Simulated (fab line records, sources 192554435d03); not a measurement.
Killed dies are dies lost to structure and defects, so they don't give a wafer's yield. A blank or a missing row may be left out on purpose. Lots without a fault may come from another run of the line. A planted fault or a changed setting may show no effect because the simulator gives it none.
fab line records | flow n5_finfet
record lots=6 wafers=18 last_day=19
route steps=1938 shown BEOL_M14@1763 BEOL_M15@1773
lots that met no fault: from a run of the same line without faults
start_h: hours from the record's first day to the start of the lot's first wafer shown | wait_h: hours since the lot's step before | " the same as in the row above | L1.1+2: a row that stands for several wafers | - no value, or no start given | * or withheld: withheld | < > ~ a bound
route shown NAME@n: a module of which the file shows steps, and the number in the route of the first | usual: mean/standard deviation of fault-free wafers | same: alike in all rows | chamber/n: place in a boat | sites: the reading at each site | _std_site: their standard deviation | _edge_site: outer sites' mean less inner sites' | radius_mm: how far each site lies from the wafer's centre | mask NAME#n: copy n | behind: the tool/chamber that last shaped the wafer | hold: why the lot was held/for how many hours/how that ended | device: the transistor (n, p or np) that didn't switch | end of line: the same wafers' tests at the end of the route | a step without rows: its recipe alone | killed: dies lost to structure and defects at the first sort, not the wafer's yield | map: a wafer's dies, x killed, . not, _ none there
set.NAME: the setting as run; set.NAME@STEP: as run at that earlier step | model.NAME: the simulator's own value behind a step, which no gauge read
lots at some steps of the route; a table a step, a row a wafer
services: from which hour (start_h, from the record's first day; less than 0 if before it) a tool's chamber was out of use, for how many hours, and why
## steps
# step N5_BEOL_M14_SPUTTER_44
# recipe material=Ta target_thk_a=150 temp_c=50 bias_v=80 power_w=15000 chamber_pressure_pa=0.07 time_s=24.19
# usual susceptor_temp_C=50.01/0.11 throttle_valve_pct=30.2/0.75
# columns lot.wafer tool chamber start_h wait_h susceptor_temp_C throttle_valve_pct
L607.1 pvd_sputter-01 - 320.50 0.0 50.14 31.0
L607.4 " - " " 50.07 30.7
L607.5 " - " " 49.76 29.0
L606.1 pvd_sputter-02 - 326.33 0.0 50.19 30.3
L606.2 " - " " 50.05 30.9
L606.3 " - " " 50.07 31.2
L610.3 pvd_sputter-02 - 361.79 0.0 49.98 30.8
L610.4 " - " " 50.15 30.9
L610.5 " - " " 49.88 30.4
L611.2 pvd_sputter-02 - 366.07 0.0 50.05 30.8
L611.5 " - " " 49.83 29.1
L611.6 " - " " 49.88 31.2
L621.3 pvd_sputter-03 - 425.31 0.0 50.00 29.7
L621.5 " - " " 50.05 29.3
L621.6 " - " " 49.81 31.0
L623.2 pvd_sputter-02 - 437.60 0.0 50.12 29.2
L623.5 " - " " 50.06 28.9
L623.6 " - " " 50.11 30.1
# step N5_BEOL_M14_SPUTTER_45
# recipe material=Cu target_thk_a=1000 temp_c=-20 bias_v=60 power_w=26000 chamber_pressure_pa=0.13 time_s=16.67
# usual chuck_gas_flow_sccm=1.26/0.053 susceptor_temp_C=-20.00/0.12 throttle_valve_pct=30.2/0.72
# columns lot.wafer tool chamber start_h wait_h chuck_gas_flow_sccm susceptor_temp_C throttle_valve_pct
L607.1 pvd_sputter-01 - 320.58 0.0 1.32 -20.00 31.4
L607.4 " - " " 1.24 -19.96 30.8
L607.5 " - " " 1.25 -19.80 29.3
L606.1 pvd_sputter-02 - 326.41 0.0 1.28 -19.94 30.5
L606.2 " - " " 1.21 -19.90 30.8
L606.3 " - " " 1.28 -20.13 31.2
L610.3 pvd_sputter-02 - 361.87 0.0 1.17 -19.92 30.9
L610.4 " - " " 1.25 -19.99 30.7
L610.5 " - " " 1.36 -19.81 30.5
L611.2 pvd_sputter-02 - 366.15 0.0 1.21 -19.92 30.7
L611.5 " - " " 1.30 -20.22 28.9
L611.6 " - " " 1.21 -20.13 31.2
L621.3 pvd_sputter-03 - 425.40 0.0 1.24 -19.95 29.9
L621.5 " - " " 1.24 -20.00 29.6
L621.6 " - " " 1.21 -20.08 31.1
L623.2 pvd_sputter-02 - 437.68 0.0 1.25 -20.20 29.2
L623.5 " - " " 1.22 -20.03 29.1
L623.6 " - " " 1.33 -19.98 30.2
# step N5_BEOL_M14_ECD_47
# recipe material=Cu target_thk_a=12480
# step N5_BEOL_M14_ANNEAL_48
# recipe temp_c=225 time_s=90 ambient=N2
# step N5_BEOL_M14_CMP_49
# recipe stop_on=SiO2 t_overpolish_s=5.2 down_force_psi=2 platen_rpm=80 clearing_platen_down_force_psi=2 clearing_platen_rpm=80 post_cmp_clean=cu_alkaline target_thk_nm=560 clearing_platen_pad_velocity_m_s=1.5917 pad_velocity_m_s=1.5917
# usual barrier_field_endpoint_s=11.41/0.29 motor_current_A=8.1/0.47 overpolish_run_s=5.200/0.0092 slurry_filter_dp_kPa=13.49/0.15 time_to_endpoint_s=122/4.4
# same t_overpolish_s=5.2
# columns lot.wafer tool chamber start_h wait_h barrier_field_endpoint_s motor_current_A overpolish_run_s slurry_filter_dp_kPa time_to_endpoint_s
L607.4 cmp-01 1 321.35 0.2 11.11 7.8 5.191 13.66 117
L607.1 " 2 " " 11.27 8.3 5.213 13.66 117
L607.5 " 0 " " 11.33 8.3 5.209 13.84 119
L606.2 cmp-04 0 327.30 0.4 11.23 7.3 5.201 13.53 119
L606.1 " 2 " " 12.06 7.4 5.214 13.35 132
L606.3 " 3 " " 11.60 8.7 5.196 13.40 121
L610.3 cmp-01 2 362.52 0.2 11.27 8.4 5.198 13.48 119
L610.4 " 0 " " 11.50 8.5 5.189 13.75 125
L610.5 " 2 " " 11.30 8.7 5.203 13.49 121
L611.2 cmp-01 0 367.51 0.4 11.68 8.7 5.189 13.46 125
L611.6 " 2 " " 11.33 8.3 5.207 13.53 118
L611.5 " 3 " " 11.52 8.4 5.203 13.62 125
L621.3 cmp-03 3 426.05 0.2 11.43 8.3 5.200 13.32 118
L621.5 " 2 " " 11.34 8.0 5.208 13.45 121
L621.6 " 3 " " 11.45 9.0 5.202 13.40 121
L623.2 cmp-03 2 438.32 0.2 11.36 8.4 5.218 13.45 124
L623.6 " 1 " " 10.87 8.4 5.205 13.69 115
L623.5 " 2 " " 11.29 8.3 5.198 13.35 120
# step N5_BEOL_M14_THK_MEAS_50
# recipe thk_meas_gauge=xrf reads=Cu_of_BEOL_M14_ECD_47
# usual M14_THK=576/17
# columns lot.wafer tool chamber start_h wait_h M14_THK[nm]
L607.1 film_metro-01 - 321.61 - 596
L607.4 " - " " 575
L607.5 " - " " 576
L606.1 film_metro-02 - 327.60 - 566
L606.2 " - " " 586
L606.3 " - " " 556
L610.3 film_metro-01 - 362.78 - 580
L610.4 " - " " 551
L610.5 " - " " 552
L611.2 film_metro-02 - 367.73 - 578
L611.5 " - " " 574
L611.6 " - " " 560
L621.3 film_metro-02 - 426.31 - 591
L621.5 " - " " 600
L621.6 " - " " 596
L623.2 film_metro-01 - 438.57 - 586
L623.5 " - " " 543
L623.6 " - " " 579
# step N5_BEOL_M14_PRE_CLEAN_52
# recipe gas=NH3 time_s=15 temp_c=withheld rf_power_w=300
# step N5_BEOL_M14_DEP_53
# recipe material=SiCN target_thk_a=500 temp_c=withheld precursor=3MS/NH3 pressure_torr=3 rf_w=675 time_s=17.8
# step N5_BEOL_M14_RS_MEAS_54
# recipe thk_meas_gauge=four-point-probe reads=Cu_of_BEOL_M14_ECD_47+Ta_of_BEOL_M14_SPUTTER_44+TaN_of_BEOL_M14_SPUTTER_43
# usual M14_RS=0.0332/0.00085
# columns lot.wafer tool chamber start_h wait_h M14_RS[ohm/sq]
L607.1 film_metro-02 - 321.74 0.0 0.0319
L607.4 " - " " 0.0331
L607.5 " - " " 0.0334
L606.1 film_metro-02 - 327.73 0.0 0.0336
L606.2 " - " " 0.0322
L606.3 " - " " 0.0341
L610.3 film_metro-02 - 362.90 0.1 0.0321
L610.4 " - " " 0.0338
L610.5 " - " " 0.0338
L611.2 film_metro-01 - 367.86 0.1 0.0330
L611.5 " - " " 0.0332
L611.6 " - " " 0.0338
L621.3 film_metro-02 - 426.44 0.1 0.0331
L621.5 " - " " 0.0326
L621.6 " - " " 0.0329
L623.2 film_metro-02 - 438.70 0.1 0.0325
L623.5 " - " " 0.0352
L623.6 " - " " 0.0327
# step N5_BEOL_M14_INSPECT_55
# recipe inspect_instrument=darkfield mode=post_dep
# usual raw_defect_count=69/24
# columns lot.wafer tool chamber start_h wait_h raw_defect_count
L607.1 defect_inspect-02 - 321.77 0.0 99
L607.4 " - " " 54
L607.5 " - " " 89
L606.1 defect_inspect-02 - 327.75 0.0 53
L606.2 " - " " 46
L606.3 " - " " 47
L610.3 defect_inspect-02 - 362.93 0.0 108
L610.4 " - " " 77
L610.5 " - " " 135
L611.2 defect_inspect-02 - 367.88 0.0 69
L611.5 " - " " 82
L611.6 " - " " 76
L621.3 defect_inspect-01 - 426.46 0.0 56
L621.5 " - " " 65
L621.6 " - " " 78
L623.2 defect_inspect-01 - 438.73 0.0 52
L623.5 " - " " 74
L623.6 " - " " 70
# step N5_BEOL_M15_ILD_DEP_00
# recipe material=SiO2 target_thk_a=16293 temp_c=400 precursor=TEOS/O2 pressure_torr=6.5 rf_w=900 teos_flow_sccm=161.4 gas=O2 flow_sccm=2650 time_s=346.1
# step N5_BEOL_M15_THK_MEAS_01
# recipe reads=SiO2_of_BEOL_M15_ILD_DEP_00
# usual M15_ILD_THK=1636/22
# columns lot.wafer tool chamber start_h wait_h M15_ILD_THK[nm]
L607.1 film_metro-02 - 322.05 0.1 1604
L607.4 " - " " 1623
L607.5 " - " " 1613
L606.1 film_metro-01 - 328.04 0.1 1623
L606.2 " - " " 1590
L606.3 " - " " 1595
L610.3 film_metro-01 - 363.22 0.1 1625
L610.4 " - " " 1622
L610.5 " - " " 1628
L611.2 film_metro-02 - 368.17 0.1 1612
L611.5 " - " " 1607
L611.6 " - " " 1606
L621.3 film_metro-02 - 426.75 0.1 1636
L621.5 " - " " 1672
L621.6 " - " " 1637
L623.2 film_metro-02 - 439.02 0.1 1644
L623.5 " - " " 1642
L623.6 " - " " 1675
# step N5_BEOL_M15_COAT_58
# recipe resist=BARC temp_c=205 time_s=60 spin_rpm=1500 resist_thk_nm=89
# usual plate_temp_C=204.93/0.17 spin_speed_rpm=1500.1/0.88
# columns lot.wafer tool chamber start_h wait_h plate_temp_C spin_speed_rpm model.BARC_of_BEOL_M15_COAT_58.thk_nm
L607.1 litho_track-03 0 322.08 0.0 204.74 1502.0 88.6
L607.4 " 0 " " 204.85 1500.1 88.8
L607.5 " 0 " " 204.69 1500.0 88.8
L606.1 litho_track-02 0 328.07 0.0 204.94 1500.0 88.8
L606.2 " 0 " " 204.65 1500.2 88.6
L606.3 " 0 " " 204.73 1500.2 89.4
L610.3 litho_track-02 0 363.25 0.0 204.81 2241.5 72.8
L610.4 " 0 " " 204.79 2243.4 72.4
L610.5 " 0 " " 204.69 2242.0 72.4
L611.2 litho_track-02 0 368.20 0.0 204.85 2242.6 72.2
L611.5 " 0 " " 204.72 2244.3 72.4
L611.6 " 0 " " 205.09 2243.6 72.4
L621.3 litho_track-01 0 426.78 0.0 204.91 1500.1 89
L621.5 " 0 " " 204.93 1500.6 89.2
L621.6 " 0 " " 204.90 1499.8 89.2
L623.2 litho_track-01 0 439.05 0.0 205.12 1500.9 89.2
L623.5 " 0 " " 205.07 1501.1 89.2
L623.6 " 0 " " 204.94 1502.6 89
# step N5_BEOL_M15_COAT_04
# recipe spin_rpm=1704 resist_thk_nm=800
# step N5_BEOL_M15_EBR_06
# recipe solvent=PGMEA ebr_width_mm=1.5
# step N5_BEOL_M15_SOFTBAKE_05
# recipe temp_c=130 time_s=60
# step N5_BEOL_M15_EXPOSE_07
# recipe mask_id=V14 na=0.8 source_shape=annular sigma_inner=0.5 sigma_outer=0.8 polarization=unpolarized attpsm_phase_deg=180 dose_mj=41.25
# step N5_BEOL_M15_PEB_08
# recipe peb_temp_c=130 peb_time_s=90
# step N5_BEOL_M15_DEVELOP_09
# recipe develop_time_s=45 rinse_liquid=diw dry=air_spin dev_temp_c=21
# step N5_BEOL_M15_HARDBAKE_14
# recipe temp_c=130 time_s=120
# step N5_BEOL_M15_CD_MEAS_10
# recipe target_cd_nm=360 landing_energy_ev=500 detector=se_inlens polarity=opening
# usual cd_nm=359.7/2
# columns lot.wafer tool chamber start_h wait_h cd_nm
L607.1 cd_sem-02 0 322.48 - 357.2
L607.4 " 0 " " 356.7
L607.5 " 0 " " 360.6
L606.1 cd_sem-01 0 328.34 - 355.1
L606.2 " 0 " " 357.9
L606.3 " 0 " " 357.0
L610.3 cd_sem-02 0 363.52 - 359.9
L610.4 " 0 " " 359.6
L610.5 " 0 " " 359.4
L611.2 cd_sem-03 0 368.60 - 361.2
L611.5 " 0 " " 358.8
L611.6 " 0 " " 359.6
L621.3 cd_sem-01 0 427.18 - 358.7
L621.5 " 0 " " 359.8
L621.6 " 0 " " 358.9
L623.2 cd_sem-02 0 439.32 - 363.1
L623.5 " 0 " " 358.5
L623.6 " 0 " " 358.7
# step N5_BEOL_M15_OVL_MEAS_11
# recipe points_per_wafer=44
# usual V14_OVL=-1/5
# columns lot.wafer tool chamber start_h wait_h V14_OVL[nm]
L607.1 overlay-01 0 322.51 0.0 -8
L607.4 " 0 " " -3
L607.5 " 0 " " -1
L606.1 overlay-02 0 328.37 0.0 -4
L606.2 " 0 " " 3
L606.3 " 0 " " -5
L610.3 overlay-02 0 363.55 0.0 2
L610.4 " 0 " " 2
L610.5 " 0 " " 4
L611.2 overlay-02 0 368.63 0.0 -1
L611.5 " 0 " " 0
L611.6 " 0 " " -5
L621.3 overlay-01 0 427.21 0.0 11
L621.5 " 0 " " 9
L621.6 " 0 " " 1
L623.2 overlay-02 0 439.35 0.0 -7
L623.5 " 0 " " -4
L623.6 " 0 " " -3
# step N5_BEOL_M15_INSPECT_12
# recipe mode=adi inspect_instrument=macro
# usual raw_defect_count=2.2/1.5
# columns lot.wafer tool chamber start_h wait_h raw_defect_count
L607.1 defect_inspect-01 - 322.54 0.0 2
L607.4 " - " " 3
L607.5 " - " " 3
L606.1 defect_inspect-01 - 328.39 0.0 0
L606.2 " - " " 2
L606.3 " - " " 4
L610.3 defect_inspect-02 - 363.57 0.0 2
L610.4 " - " " 1
L610.5 " - " " 2
L611.2 defect_inspect-02 - 368.65 0.0 2
L611.5 " - " " 3
L611.6 " - " " 4
L621.3 defect_inspect-01 - 427.23 0.0 2
L621.5 " - " " 1
L621.6 " - " " 2
L623.2 defect_inspect-01 - 439.37 0.0 4
L623.5 " - " " 3
L623.6 " - " " 2
# step N5_BEOL_M15_DESCUM_15
# recipe chemistry=O2 time_s=7.9 source_power_w=50 bias_power_w=20 pressure_mtorr=20 rf_frequency_hz=2.712e+07 temp_c=40 o2_flow_sccm=225
# usual drypump_motor_current_A=5.5/0.33 o2_flow_sccm=225.0/0.65 oes_product_au=0.83/0.11 rf_vpp_V=242.7/1.4 showerhead_plenum_p_Torr=2.07/0.077 throttle_valve_pct=20.35/0.27
# columns lot.wafer tool chamber start_h wait_h drypump_motor_current_A o2_flow_sccm oes_product_au rf_hours_counter_h rf_vpp_V showerhead_plenum_p_Torr throttle_valve_pct
L607.1 rie_diel-06 1 322.98 0.4 5.7 226.1 0.71 238 241.4 1.98 20.39
L607.4 " 2 " " 5.2 224.9 0.68 249 243.3 2.15 20.56
L607.5 " 3 " " 5.3 225.8 0.70 - 240.2 2.01 20.98
L606.1 rie_diel-06 0 328.43 0.0 4.9 225.7 0.82 67 242.5 2.05 20.33
L606.2 " 1 " " 5.7 224.8 0.71 240 241.1 1.98 20.40
L606.3 " 3 " " 5.3 225.7 0.71 214 240.0 2.01 21.00
L610.3 rie_diel-02 1 363.61 0.0 6.0 225.3 0.69 211 242.0 1.97 20.12
L610.4 " 0 " " 5.5 226.2 0.92 28 243.2 2.12 20.24
L610.5 " 3 " " 5.7 224.3 0.70 - 242.1 2.06 20.75
L611.2 rie_diel-04 3 368.69 0.0 5.7 224.5 0.93 13 241.5 2.05 20.23
L611.5 " 0 " " 5.8 224.1 0.84 - 242.0 2.05 20.36
L611.6 " 3 " " 5.7 224.5 0.93 - 244.0 2.05 20.23
L621.3 rie_diel-06 2 427.42 0.2 5.2 225.5 0.91 28 243.2 2.15 20.22
L621.5 " 2 " " 5.2 225.5 0.91 - 242.8 2.14 20.24
L621.6 " 3 " " 5.3 225.1 0.68 - 242.2 1.99 21.05
L623.2 rie_diel-02 2 439.41 0.0 5.5 226.4 0.91 33 243.3 2.04 20.07
L623.5 " 3 " " 5.7 225.7 0.96 - 243.4 2.05 20.41
L623.6 " 2 " " 5.5 224.9 0.90 - 242.8 2.04 20.07
# step N5_BEOL_M15_ETCH_59
# recipe chemistry=N2/H2 target=BARC target_depth_a=890 overetch_a=267 time_s=67.9 ion_energy_ev=200 pressure_mtorr=30 source_w=840 bias_w=150 n2_flow_sccm=200 h2_flow_sccm=200
# usual drypump_motor_current_A=5.5/0.34 n2_flow_sccm=199.9/0.62 oes_product_au=0.71/0.086 rf_vpp_V=523.1/2.7 showerhead_plenum_p_Torr=2.52/0.093 throttle_valve_pct=17.79/0.24
# columns lot.wafer tool chamber start_h wait_h drypump_motor_current_A n2_flow_sccm oes_product_au rf_hours_counter_h rf_vpp_V showerhead_plenum_p_Torr throttle_valve_pct model.etch.depth_nm
L607.1 rie_diel-06 1 323.01 0.0 5.7 199.6 0.61 238 519.0 2.39 17.76 88.64
L607.4 " 2 " " 5.2 199.4 0.58 249 525.7 2.62 18.08 88.88
L607.5 " 3 " " 5.3 199.9 0.60 - 519.6 2.41 18.21 88.73
L606.1 rie_diel-06 0 328.46 0.0 4.9 199.3 0.70 67 520.6 2.48 17.67 88.74
L606.2 " 1 " " 5.7 201.1 0.60 240 518.7 2.39 17.75 88.7
L606.3 " 3 " " 5.3 199.9 0.61 214 519.9 2.41 18.22 89.31
L610.3 rie_diel-02 1 363.64 0.0 6.1 199.7 0.55 211 520.4 2.42 17.73 72.73
L610.4 " 0 " " 5.4 199.0 0.69 28 526.7 2.58 17.69 72.49
L610.5 " 3 " " 5.7 201.3 0.54 - 524.0 2.50 18.25 72.43
L611.2 rie_diel-04 3 368.72 0.0 5.6 199.3 0.72 13 521.6 2.49 17.68 72.23
L611.5 " 0 " " 5.8 199.8 0.66 - 521.5 2.48 17.70 72.48
L611.6 " 3 " " 5.6 199.5 0.71 - 522.8 2.49 17.69 72.49
L621.3 rie_diel-06 2 427.46 0.0 5.2 200.2 0.77 28 526.0 2.61 17.71 89.07
L621.5 " 2 " " 5.2 199.4 0.76 - 525.9 2.61 17.70 89.2
L621.6 " 3 " " 5.3 200.6 0.58 - 521.1 2.40 18.28 89.1
L623.2 rie_diel-02 2 439.44 0.0 5.5 199.3 0.78 33 523.5 2.49 17.52 89.16
L623.5 " 3 " " 5.7 199.9 0.80 - 521.9 2.49 17.88 89.15
L623.6 " 2 " " 5.5 199.6 0.77 - 522.0 2.49 17.52 89.05
# step N5_BEOL_M15_VIA_ETCH_16
# recipe chemistry=C4F8/O2/Ar target=SiO2 he_inner_torr=15 he_outer_torr=30 target_depth_a=17922 time_s=withheld ion_energy_ev=800 pressure_mtorr=20 source_w=1905 bias_w=2040 Ar_flow_sccm=400 C4F8_flow_sccm=16 O2_flow_sccm=12 ends=cleared
# usual drypump_motor_current_A=5.5/0.34 he_inner_torr=15.001/0.03 oes_product_au=0.75/0.099 rf_vpp_V=2231/42 showerhead_plenum_p_Torr=3.41/0.13 throttle_valve_pct=30.79/0.22
# columns lot.wafer tool chamber start_h wait_h drypump_motor_current_A he_inner_torr oes_product_au rf_vpp_V showerhead_plenum_p_Torr throttle_valve_pct
L607.1 rie_diel-06 1 323.06 0.0 5.7 15.019 0.64 2228 3.29 31.02
L607.4 " 2 " " 5.2 15.053 0.62 2261 3.52 30.85
L607.5 " 3 " " 5.4 15.024 0.64 2238 3.28 31.27
L606.1 rie_diel-06 0 328.52 0.0 4.9 14.989 0.73 2258 3.35 30.67
L606.2 " 1 " " 5.7 14.993 0.64 2229 3.29 31.04
L606.3 " 3 " " 5.3 15.012 0.63 2235 3.28 31.29
L610.3 rie_diel-02 1 363.69 0.0 6.0 14.998 0.63 2220 3.27 30.51
L610.4 " 0 " " 5.5 15.010 0.81 2244 3.49 30.77
L610.5 " 3 " " 5.7 15.072 0.63 2155 3.35 30.94
L611.2 rie_diel-04 3 368.78 0.0 5.6 15.026 0.85 2184 3.34 30.56
L611.5 " 0 " " 5.8 14.971 0.77 2162 3.36 30.79
L611.6 " 3 " " 5.6 14.995 0.86 2182 3.34 30.55
L621.3 rie_diel-06 2 427.51 0.0 5.2 14.948 0.82 2258 3.51 30.67
L621.5 " 2 " " 5.2 14.941 0.82 2258 3.51 30.68
L621.6 " 3 " " 5.4 14.973 0.62 2236 3.26 31.32
L623.2 rie_diel-02 2 439.49 0.0 5.5 15.019 0.81 2293 3.37 30.62
L623.5 " 3 " " 5.7 14.963 0.85 2155 3.34 30.76
L623.6 " 2 " " 5.5 15.026 0.81 2293 3.37 30.61
## services
# columns tool chamber start_h hours kind
cmp-04 - 302.98 17.9 repair
rie_diel-02 1 309.20 6.3 repair
rie_diel-02 3 309.72 16.3 repair
cmp-04 - 320.92 5.8 pm
rie_diel-06 2 324.33 - clean
rie_diel-06 2 324.33 - consumable_replace:focus_ring
rie_diel-06 2 324.33 21.0 scheduled_down
rie_diel-06 2 324.33 21.0 vent_cycle
rie_diel-02 - 329.20 14.6 pm
rie_diel-06 3 331.95 2.6 repair
rie_diel-04 - 336.59 4.8 repair
rie_diel-06 - 338.02 0.6 repair
rie_diel-06 1 345.30 - clean
rie_diel-06 1 345.30 - consumable_replace:focus_ring
rie_diel-06 1 345.30 - consumable_replace:showerhead
rie_diel-06 1 345.30 15.0 scheduled_down
rie_diel-06 0 347.58 3.7 repair
cmp-01 - 353.80 0.7 repair
rie_diel-06 - 354.64 4.3 pm
cmp-03 - 362.10 4.8 pm
cmp-03 - 370.14 4.0 pm
cmp-01 - 378.88 4.9 pm
cmp-03 - 384.58 9.7 pm
pvd_sputter-01 - 430.44 0.9 repair
## key
first_sign step=N5_BEOL_M15_COAT_58 reading=spin_speed_rpm direction=up sigmas=99+ usual=* struck=*
effect none on later readings
model_effect step=N5_BEOL_M15_COAT_58 value=BARC_of_BEOL_M15_COAT_58.thk_nm without=88.63 struck=72.43
model_effect step=N5_BEOL_M15_ETCH_59 value=etch.depth_nm without=88.63 struck=72.48
met_at N5_BEOL_M15_COAT_58
struck_wafers L610.3,L610.4,L610.5,L611.2,L611.5,L611.6
onset_between 328.07 363.25
fault kind=process_parameter_drift tool=litho_track-02 chamber=- onset_h=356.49 steps=N5_BEOL_M15_COAT_58 channel=spin_rpm offset=* shape=step end_h=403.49 acts_in=* stated=*
